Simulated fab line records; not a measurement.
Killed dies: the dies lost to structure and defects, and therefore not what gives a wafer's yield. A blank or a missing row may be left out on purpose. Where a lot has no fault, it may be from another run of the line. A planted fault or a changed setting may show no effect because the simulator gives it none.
fab line records	flow n5Finfet
record: lots: 5	wafers: 15	lastDay: 18
route steps=1938 shown BEOL_M4@1096 PASSIVATION@1936
lots that met no fault: from a run of the same line without faults
startH: hours from the record's opening day to when the first of the lot's shown wafers began	waitH: how many hours have passed since the lot's step before this one	" as in the row above	L1.1+2: several wafers, shown together as one row	- either no value or no given start	* or withheld: withheld	< > ~ a bound
route shown NAME@n: a module of which the file shows steps, and the number in the route of the first	usual: average and standard deviation across the fault-free wafers	same: alike in all rows	chamber/n: place in a boat	sites: the reading at each site	_std_site: their standard deviation	_edge_site: outer sites' mean less inner sites'	radiusMm: for every site, how far away it sits from the centre of the wafer	mask NAME#n: copy n	behind: tool/chamber where the wafer was last shaped	hold: the reason the lot was held/the length of the hold in hours/how it ended	device: the transistor (n, p or np) that didn't switch	end of line: the same wafers' tests at the end of the route	a step given without rows: its recipe and nothing more	killed: dies that structure and defects cost at the first sort, which is not the same as the wafer's yield	map: a wafer's dies, marking killed ones x, the rest . and places with no die _
set.NAME: setting as actually run; set.NAME@STEP: the setting as run at that earlier step	model.NAME: the simulator's own value behind a step, which no gauge read
a table for each step, a row for each wafer; lots at some steps of the route
services: from which hour (startH, from the record's first day; less than 0 if before it) a tool's chamber was out of use, for how many hours, and why
== steps ==
step: N5_BEOL_M4_SPUTTER_92
recipe: material: Cu	targetThkA: 45	tempC: -20	chamberPressurePa: 0.07	powerW: withheld	timeS: 8.29
step: N5_BEOL_M4_ANNEAL_93
recipe: tempC: 400	timeS: 240	ambient: vacuum
step: N5_BEOL_M4_SPUTTER_94
recipe: material: Cu	targetThkA: 45	tempC: -20	chamberPressurePa: 0.07	powerW: withheld	timeS: 8.29
step: N5_BEOL_M4_ANNEAL_95
recipe: tempC: 400	timeS: 240	ambient: vacuum
usual: heaterPowerW: 822/67
lot.wafer	tool	chamber	startH	waitH	heaterPowerW
L113.1	pvdSputter-03	-	159.92	0.0	796
L113.2	"	-	"	"	897
L113.6	"	-	"	"	872
L114.1	pvdSputter-01	-	165.96	0.0	704
L114.3	"	-	"	"	870
L114.4	"	-	"	"	841
L123.2	pvdSputter-03	-	237.74	0.0	892
L123.5	"	-	"	"	786
L123.6	"	-	"	"	818
L131.1	pvdSputter-03	-	279.59	0.0	833
L131.5	"	-	"	"	792
L131.6	"	-	"	"	811
L135.2	pvdSputter-03	-	312.94	0.0	914
L135.4	"	-	"	"	814
L135.6	"	-	"	"	808
step: N5_BEOL_M4_SPUTTER_96
recipe: material: Cu	targetThkA: 45	tempC: -20	chamberPressurePa: 0.07	powerW: withheld	timeS: 8.29
usual: throttleValvePct: 29.8/1.1
lot.wafer	tool	chamber	startH	waitH	throttleValvePct
L113.1	pvdSputter-03	-	160.06	0.1	28.9
L113.2	"	-	"	"	31.0
L113.6	"	-	"	"	28.6
L114.1	pvdSputter-01	-	166.10	0.1	28.2
L114.3	"	-	"	"	30.2
L114.4	"	-	"	"	30.3
L123.2	pvdSputter-03	-	237.88	0.1	31.2
L123.5	"	-	"	"	29.0
L123.6	"	-	"	"	29.0
L131.1	pvdSputter-03	-	279.73	0.1	29.4
L131.5	"	-	"	"	29.0
L131.6	"	-	"	"	29.2
L135.2	pvdSputter-03	-	313.08	0.1	28.9
L135.4	"	-	"	"	29.3
L135.6	"	-	"	"	29.3
step: N5_BEOL_M4_ECD_50
recipe: material: Cu	targetThkA: 3000
step: N5_BEOL_M4_ANNEAL_51
recipe: tempC: 225	timeS: 90	ambient: N2
usual: annealTempC: 224.99/0.18	wafer_temp_C_max: 226.2/0.42
lot.wafer	tool	chamber	startH	waitH	annealTempC	wafer_temp_C_max
L113.1	rtpAnneal-01	0	160.47	0.3	225.09	225.6
L113.2	"	0	"	"	224.88	226.0
L113.6	"	0	"	"	224.77	225.6
L114.1	rtpAnneal-01	0	166.30	0.1	225.03	225.7
L114.3	"	0	"	"	225.18	225.9
L114.4	"	0	"	"	224.76	225.9
L123.2	rtpAnneal-02	0	238.46	0.4	225.15	226.9
L123.5	"	0	"	"	225.09	226.4
L123.6	"	0	"	"	225.10	226.4
L131.1	rtpAnneal-02	0	279.92	0.1	225.13	226.4
L131.5	"	0	"	"	224.99	226.2
L131.6	"	0	"	"	225.04	226.6
L135.2	rtpAnneal-01	0	313.32	0.1	224.78	226.0
L135.4	"	0	"	"	225.07	225.9
L135.6	"	0	"	"	224.97	225.9
step: N5_BEOL_M4_CMP_52
recipe: stopOn: SiOC	tOverpolishS: 6.8	downForcePsi: 1	platenRpm: 50	clearingPlatenDownForcePsi: 1.5	clearingPlatenRpm: 50	postCmpClean: cuAlkaline	targetThkNm: 40	clearingPlatenPadVelocityMS: 0.99484	padVelocityMS: 0.99484
usual: barrierFieldEndpointS: 24.9/0.65	motorCurrentA: 5.8/0.5	overpolishRunS: 6.799/0.009	slurryFilterDpKPa: 13.50/0.14	timeToEndpointS: 63/3.4
lot.wafer	tool	chamber	startH	waitH	barrierFieldEndpointS	motorCurrentA	overpolishRunS	slurryFilterDpKPa	timeToEndpointS
L113.1	cmp-01	2	160.85	0.3	24.5	5.7	6.790	13.38	61
L113.2	"	3	"	"	24.1	4.7	6.809	13.50	58
L113.6	"	1	"	"	25.3	6.1	6.804	13.48	61
L114.1	cmp-01	3	166.63	0.3	24.3	5.2	6.799	13.86	59
L114.4	"	0	"	"	25.7	5.4	6.801	13.65	64
L114.3	"	1	"	"	24.9	5.6	6.795	13.28	64
L123.2	cmp-02	3	238.76	0.3	24.4	5.4	6.801	13.52	63
L123.6	"	2	"	"	26.1	6.3	6.799	13.36	69
L123.5	"	3	"	"	25.1	5.1	6.795	13.62	59
L131.1	cmp-01	2	280.27	0.3	24.4	5.9	6.799	13.39	63
L131.6	"	1	"	"	25.2	5.7	6.793	13.66	65
L131.5	"	2	"	"	24.7	5.8	6.799	13.41	67
L135.2	cmp-02	0	313.58	0.2	25.8	6.2	6.814	13.49	69
L135.4	"	2	"	"	25.1	6.3	6.801	13.35	68
L135.6	"	1	"	"	25.5	6.4	6.803	13.51	65
step: N5_BEOL_M4_THK_MEAS_53
recipe: thkMeasGauge: xrf	reads: Cu_of_BEOL_M4_ECD_50
usual: M4_THK: 40.2/1.4
lot.wafer	tool	chamber	startH	waitH	M4_THK[nm]
L113.1	filmMetro-02	-	161.06	-	39.0
L113.2	"	-	"	"	40.1
L113.6	"	-	"	"	41.2
L114.1	filmMetro-02	-	166.89	-	39.7
L114.3	"	-	"	"	39.9
L114.4	"	-	"	"	37.8
L123.2	filmMetro-02	-	239.02	-	39.3
L123.5	"	-	"	"	38.9
L123.6	"	-	"	"	40.2
L131.1	filmMetro-02	-	280.53	-	40.6
L131.5	"	-	"	"	40.7
L131.6	"	-	"	"	41.3
L135.2	filmMetro-02	-	313.88	-	41.7
L135.4	"	-	"	"	41.0
L135.6	"	-	"	"	41.4
step: N5_BEOL_M4_PRE_CLEAN_60
recipe: gas: NH3/H2	timeS: 15	tempC: *	rfPowerW: 300
usual: heaterPowerW: 85/8.2	rfFwdPowerW: 297.6/1.1
lot.wafer	tool	chamber	startH	waitH	heaterPowerW	rfFwdPowerW
L113.1	cvdCo-02	2	161.10	0.0	92	297.4
L113.2	"	0	"	"	77	297.0
L113.6	"	1	"	"	70	298.1
L114.1	cvdCo-02	1	166.93	0.0	70	298.9
L114.3	"	2	"	"	91	297.4
L114.4	"	0	"	"	80	296.2
L123.2	cvdCo-02	2	239.06	0.0	93	297.2
L123.5	"	0	"	"	80	298.1
L123.6	"	2	"	"	92	296.9
L131.1	cvdCo-01	0	280.56	0.0	97	298.8
L131.5	"	0	"	"	96	298.6
L131.6	"	2	"	"	82	296.6
L135.2	cvdCo-01	2	313.91	0.0	82	297.6
L135.4	"	2	"	"	85	296.6
L135.6	"	0	"	"	96	297.8
step: N5_BEOL_M4_CO_CAP_55
recipe: material: Co	targetThkA: 20	tempC: 200	precursor: CCTBA/H2	pressureTorr: 30	timeS: 102.1
step: N5_BEOL_M4_PRE_CLEAN_56
recipe: gas: NH3	timeS: 15	tempC: withheld	rfPowerW: 300
step: N5_BEOL_M4_DEP_57
recipe: material: SiCN	targetThkA: 80	tempC: withheld	precursor: 3MS/NH3	pressureTorr: 3	rfW: 202	timeS: 14
usual: rfFwdPowerW: 199.7/1.1	showerheadPlenumPTorr: 3.674/0.014	throttleValvePct: 8.8/0.5
lot.wafer	tool	chamber	startH	waitH	rfFwdPowerW	showerheadPlenumPTorr	throttleValvePct	model.SiCN_of_BEOL_M4_DEP_57.thkNm
L113.1	pecvd-01	2	161.26	0.0	198.0	3.694	8.1	8.2
L113.2	"	1	"	"	200.6	3.671	9.1	8
L113.6	"	2	"	"	198.3	3.691	7.9	8.4
L114.1	pecvd-04	1	167.09	0.0	198.9	3.660	8.8	8
L114.3	"	1	"	"	198.1	3.669	8.8	8
L114.4	"	2	"	"	199.4	3.669	9.2	8
L123.2	pecvd-01	0	239.21	0.0	200.5	3.684	8.7	8.2
L123.5	"	2	"	"	-	3.695	7.9	7
L123.6	"	1	"	"	-	3.673	9.0	7
L131.1	pecvd-03	1	280.72	0.0	200.1	3.667	9.7	8
L131.5	"	0	"	"	198.8	3.658	8.6	8
L131.6	"	1	"	"	200.1	3.647	9.5	7.8
L135.2	pecvd-03	1	314.08	0.0	200.2	3.651	9.6	8
L135.4	"	2	"	"	200.0	3.695	8.9	8.2
L135.6	"	1	"	"	200.9	3.652	9.7	8.2
step: N5_BEOL_M4_RS_MEAS_58
recipe: thkMeasGauge: four-point-probe	reads: Co_of_BEOL_M4_CO_CAP_55+Cu_of_BEOL_M4_ECD_50+Co_of_BEOL_M4_CVD_47+TaN_of_BEOL_M4_ALD_84
usual: M4_RS: 0.658/0.028
lot.wafer	tool	chamber	startH	waitH	M4_RS[ohm/sq]
L113.1	filmMetro-01	-	161.33	0.0	0.681
L113.2	"	-	"	"	0.662
L113.6	"	-	"	"	0.634
L114.1	filmMetro-01	-	167.18	0.1	0.672
L114.3	"	-	"	"	0.673
L114.4	"	-	"	"	0.722
L123.2	filmMetro-01	-	239.28	0.1	0.666
L123.5	"	-	"	"	0.681
L123.6	"	-	"	"	0.654
L131.1	filmMetro-02	-	280.79	0.0	0.659
L131.5	"	-	"	"	0.659
L131.6	"	-	"	"	0.646
L135.2	filmMetro-02	-	314.15	0.1	0.627
L135.4	"	-	"	"	0.646
L135.6	"	-	"	"	0.636
step: N5_BEOL_M4_RC_MEAS_101
usual: DIBL_N: 35.8/1.6	DIBL_P: 36.0/1.9	IOFF_N: 0.151/0.029	IOFF_P: 0.21/0.037	ION_N: 673/12	ION_P: 463/7.3	SS_N: 71.5/0.58	SS_P: 73.2/0.61	VT_N: 251/3.3	VT_P: -250/3.3
lot.wafer	tool	chamber	startH	waitH	DIBL_N[mV/V]	DIBL_P[mV/V]	IOFF_N[nA/um]	IOFF_P[nA/um]	ION_N[uA/um]	ION_P[uA/um]	SS_N[mV/dec]	SS_P[mV/dec]	VT_N[mV]	VT_P[mV]
L113.1	prober-02	0	161.92	0.6	38.9	39.9	0.190	0.26	692	474	72.2	73.7	248	-246
L113.2	"	0	"	"	37.2	35.9	0.139	0.19	664	455	71.7	72.8	255	-253
L113.6	"	0	"	"	36.5	35.5	0.129	0.19	663	457	72.1	73.1	255	-251
L114.1	prober-01	0	167.23	0.0	36.0	34.6	0.149	0.19	670	462	71.2	72.9	252	-252
L114.3	"	0	"	"	37.7	37.0	0.179	0.24	687	472	71.2	73.5	246	-247
L114.4	"	0	"	"	35.0	33.2	0.124	0.18	664	458	71.3	72.8	254	-252
L123.2	prober-02	0	239.49	0.2	35.7	36.8	0.165	0.23	678	467	71.4	73.1	248	-247
L123.5	"	0	"	"	36.6	38.7	0.195	0.27	692	475	71.9	73.5	247	-246
L123.6	"	0	"	"	36.0	37.5	0.173	0.25	673	466	72.4	74.3	245	-248
L131.1	prober-01	0	280.84	0.0	35.6	35.9	0.150	0.20	673	459	71.4	73.4	247	-251
L131.5	"	0	"	"	33.0	32.2	0.112	0.15	672	461	70.1	73.0	255	-255
L131.6	"	0	"	"	36.4	37.1	0.163	0.23	672	466	71.8	74.1	249	-249
L135.2	prober-02	0	314.35	0.2	34.0	33.1	0.109	0.16	654	455	71.3	72.6	255	-255
L135.4	"	0	"	"	35.1	34.7	0.127	0.18	667	461	71.6	73.5	254	-255
L135.6	"	0	"	"	35.0	35.0	0.129	0.18	665	455	71.3	72.5	253	-254
step: N5_PASSIVATION_PROBE_49
usual: defectLimitedYield: 90.9/1.4	killed_at_M0_to_M3: 37/12	killed_at_M4_up: 14/5.3	killedAtContacts: 12/6.2	killedAtFrontEnd: 41/11	killedAtOther: 3.7/2.9	killedDies: 107/17	killedOpen: 71/12	killedShort: 34/7.9	sort_bin_5_function: 5.3/0.95	sort_bin_6_memory: 3.4/0.7	sortNPass: 1073/17	sortYieldPct: 90.9/1.5
same: grossDies: 1180	killedAtBackSide: 0	sort_bin_4_leakage[%]: 0	sort_bin_8_speed[%]: 0
lot.wafer	tool	chamber	startH	waitH	defectLimitedYield[%]	killed_at_M0_to_M3	killed_at_M4_up	killedAtContacts	killedAtFrontEnd	killedAtOther	killedDies	killedOpen	killedShort	sort_bin_5_function[%]	sort_bin_6_memory[%]	sortNPass	sortYieldPct[%]
L113.1	prober-02	-	272.55	0.0	91.7	40	7	18	32	1	98	61	37	4.1	3.8	1082	91.7
L113.2	prober-02	-	272.60	0.1	92.6	28	7	13	39	0	87	51	35	3.8	3.2	1093	92.6
L113.6	prober-02	-	272.80	0.3	91.0	23	5	11	67	0	106	76	29	4.7	4.1	1074	91.0
L123.2	prober-02	-	341.87	0.1	93.0	28	15	7	32	1	83	54	25	4.2	2.5	1097	93.0
L123.5	prober-02	-	342.02	0.2	91.3	25	18	12	44	4	103	70	29	5.9	2.8	1077	91.3
L123.6	prober-02	-	342.07	0.3	91.9	18	10	8	54	6	96	49	45	4.1	3.5	1084	91.9
killed by level:class
L113.1 MOL_CONTACT_COAG:geometricParticle:open=15 BEOL_M0_SAQP:geometricParticle:short=11 BEOL_M1:geometricParticle:open=8 BEOL_M0_SAQP:geometricParticle:open=7 GATE_CUT:geometricParticle:short=6 BEOL_M3:geometricParticle:open=6 STI_FIN_REVEAL:geometricParticle:open=5 FIN_SAQP:geometricParticle:short=4
L113.2 FIN_SAQP:geometricParticle:short=9 STI_FIN_REVEAL:geometricParticle:open=9 MOL_CONTACT_COAG:geometricParticle:open=8 BEOL_M0_SAQP:geometricParticle:open=6 BEOL_M2:geometricParticle:open=6 FIN_SAQP:geometricParticle:open=5 MOL_CONTACT_COAG:geometricParticle:short=5 BEOL_M1:geometricParticle:open=5
L113.6 STI_FIN_REVEAL:geometricParticle:open=30 FIN_SAQP:geometricParticle:open=11 BEOL_M0_SAQP:geometricParticle:open=10 MOL_CONTACT_COAG:geometricParticle:open=8 STI_FIN_REVEAL:geometricParticle:short=6 BEOL_M3:geometricParticle:open=5 FIN_SAQP:geometricParticle:short=4 MOL_CONTACT_COAG:geometricParticle:short=3
L123.2 BEOL_M0_SAQP:geometricParticle:open=9 BEOL_M4:geometricParticle:open=7 FIN_SAQP:geometricParticle:short=6 BEOL_M3:geometricParticle:open=6 GATE_CUT:geometricParticle:open=5 BEOL_M0_SAQP:geometricParticle:short=5 STI_FIN_REVEAL:geometricParticle:open=4 GATE_CUT:geometricParticle:short=4
L123.5 GATE_CUT:geometricParticle:open=11 MOL_CONTACT_COAG:geometricParticle:open=11 STI_FIN_REVEAL:geometricParticle:open=9 GATE_CUT:geometricParticle:short=9 FIN_SAQP:geometricParticle:short=6 BEOL_M1:geometricParticle:open=6 BEOL_M2:geometricParticle:open=4 BEOL_M4:geometricParticle:open=4
L123.6 GATE_CUT:geometricParticle:short=11 FIN_SAQP:geometricParticle:short=9 FIN_SAQP:geometricParticle:open=8 GATE_CUT:geometricParticle:open=8 STI_FIN_REVEAL:geometricParticle:open=5 MOL_CONTACT_COAG:geometricParticle:open=5 DUMMY_GATE:geometricParticle:open=4 BEOL_M0_SAQP:geometricParticle:short=4
== services ==
tool	chamber	startH	hours	kind
pvdSputter-01	-	137.17	2.2	repair
pecvd-01	-	139.51	14.6	pm
cvdCo-01	0	141.80	9.5	repair
pecvd-04	0	166.05	-	clean
pecvd-04	0	166.05	29.5	scheduledDown
pecvd-04	0	166.05	29.5	ventCycle
cmp-01	-	174.35	9.1	pm
pecvd-03	0	186.08	5.0	scheduledDown
pecvd-04	2	202.38	-	clean
pecvd-04	2	202.38	-	consumableReplace:showerhead
pecvd-04	2	202.38	29.0	scheduledDown
pecvd-04	2	202.38	29.0	ventCycle
pecvd-03	0	227.38	25.5	repair
pvdSputter-01	-	231.67	2.2	repair
pvdSputter-01	-	236.50	2.7	repair
pecvd-01	0	239.72	2.1	scheduledDown
pecvd-01	-	262.81	2.8	pm
cmp-01	-	272.91	0.3	repair
pecvd-03	0	292.95	5.5	scheduledDown
pecvd-04	1	297.75	48.4	repair
cmp-01	-	302.68	5.5	pm
cmp-02	-	305.22	4.0	pm
cmp-02	-	309.22	-	consumableReplace:conditioner
cmp-02	-	309.22	-	consumableReplace:pad
== key ==
firstSign none at tools or gauges
modelEffect: step: N5_BEOL_M4_DEP_57	value: SiCN_of_BEOL_M4_DEP_57.thkNm	without: 8.1	struck: 7
metAt N5_BEOL_M4_DEP_57
struckWafers L123.5,L123.6
onsetBetween 161.26 239.21
fault: kind: processParameterDrift	tool: pecvd-01	chamber: -	onsetH: 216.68	steps: N5_BEOL_M4_DEP_57	channel: timeS	offset: *	shape: step	endH: 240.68	scope: struckWafersOnly	actsIn: *	stated: *
